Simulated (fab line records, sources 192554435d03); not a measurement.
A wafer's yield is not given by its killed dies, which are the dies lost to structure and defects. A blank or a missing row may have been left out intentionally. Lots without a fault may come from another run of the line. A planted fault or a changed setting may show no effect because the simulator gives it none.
Lot-split experiment | flow n5-finfet | 21 wafers read across 7 lots, on a route 1938 steps long

## THE SPLIT
At N5_BEOL_M8_ETCH_66 (etches SOC in N2/H2, target depth 80 nm, overetch 16 nm, time 120 s), the setting source-w was moved away from the recipe's 840 W on 10 of the 21 wafers read, by -12.0% to +12.8%. For the rest of the wafers, this setting stayed at what the recipe calls for.

The reading is taken at the split's own step.

## THE READING
rf-vpp-V, in V, at N5_BEOL_M8_ETCH_66 (etches SOC in N2/H2, target depth 80 nm, overetch 16 nm, time 120 s). On this fab line, fault-free wafers typically give 523.9 V with a standard deviation of 2.5 V.

wafer  | tool, chamber at the split | source-w as run, W | against the recipe | rf-vpp-V, V | against lot-mates on the recipe
L075.1 | rie-diel-01, 1             | 840                | recipe             | 519.0       | -
L075.2 | rie-diel-01, 0             | 840                | recipe             | 526.3       | -
L075.3 | rie-diel-01, 3             | 840                | recipe             | 528.2       | -
L074.1 | rie-diel-05, 3             | 907.1              | +8.0%              | 509.3       | -13.7
L074.2 | rie-diel-05, 0             | 907.1              | +8.0%              | 511.0       | -12.0
L074.5 | rie-diel-05, 2             | 840                | recipe             | 523.0       | -
L077.1 | rie-diel-05, 0             | 882.4              | +5.0%              | 517.4       | -5.4
L077.3 | rie-diel-05, 2             | 840                | recipe             | 522.8       | -
L077.5 | rie-diel-05, 1             | 882.4              | +5.0%              | 515.2       | -7.6
L080.1 | rie-diel-01, 1             | 840                | recipe             | 519.2       | -
L080.2 | rie-diel-01, 0             | 947.5              | +12.8%             | 503.9       | -15.3
L080.6 | rie-diel-01, 1             | 947.5              | +12.8%             | 500.5       | -18.7
L088.1 | rie-diel-01, 0             | 739.5              | -12.0%             | 549.5       | +25.4
L088.2 | rie-diel-01, 3             | 840                | recipe             | 527.5       | -
L088.4 | rie-diel-01, 1             | 840                | recipe             | 520.8       | -
L092.1 | rie-diel-05, 1             | 793.3              | -5.6%              | 531.9       | +7.8
L092.2 | rie-diel-05, 2             | 793.3              | -5.6%              | 533.1       | +9.0
L092.3 | rie-diel-05, 0             | 840                | recipe             | 524.1       | -
L093.1 | rie-diel-01, 2             | 881                | +4.9%              | 517.9       | -8.6
L093.2 | rie-diel-01, 0             | 840                | recipe             | 525.8       | -
L093.5 | rie-diel-01, 3             | 840                | recipe             | 527.3       | -

THE FIT
A straight line over all 21 wafers: rf-vpp-V changes by -1.77 V for each +1% of source-w; r = -0.97; the points scatter about the line by 2.8 V.
The same after taking each lot's own level away (the mean of its wafers on the recipe; 21 wafers): -1.59 V for each +1%; r = -0.96; scatter 2.7 V.
According to that fit, moving source-w by its largest amount changes the reading by 20 V.
Across the lots, their own levels run from 519.20 to 526.55 V, a range of 2.9 times the standard deviation given above.
So the slope is not independent of the lot-to-lot level: the two fits are not the same.
Check: -21 V against its lot-mates is what the line predicts for one of the wafers moved furthest among these (+12.8%) when that wafer is left out of the fit. Against them it came out at -15.3 V.
Tool readings at the split's step, against how far the setting was moved: rf-vpp-V r = -0.97.

## OTHER SPLITS ON THESE WAFERS
Note: prior to the reading, these wafers also went through further splits. Each is held against what the fit with the lots' levels taken away leaves over:
other split on the same wafers    | wafers away from the commonest value | r with rf-vpp-V (lot level and that fit taken away)
N5_BEOL_M6_HM_DEP_02 target-thk-a | 6                                    | +0.10
N5_BEOL_M6_ALD_77 ald-cycles      | 7                                    | -0.19
N5_BEOL_M7_COAT_22 spin-rpm       | 8                                    | -0.04
N5_BEOL_M7_DESCUM_33 time-s       | 6                                    | +0.12

## THE FILE'S OWN FIT
rf-vpp-V changes by -1.65 V for each +1% of source-w, r = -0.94.
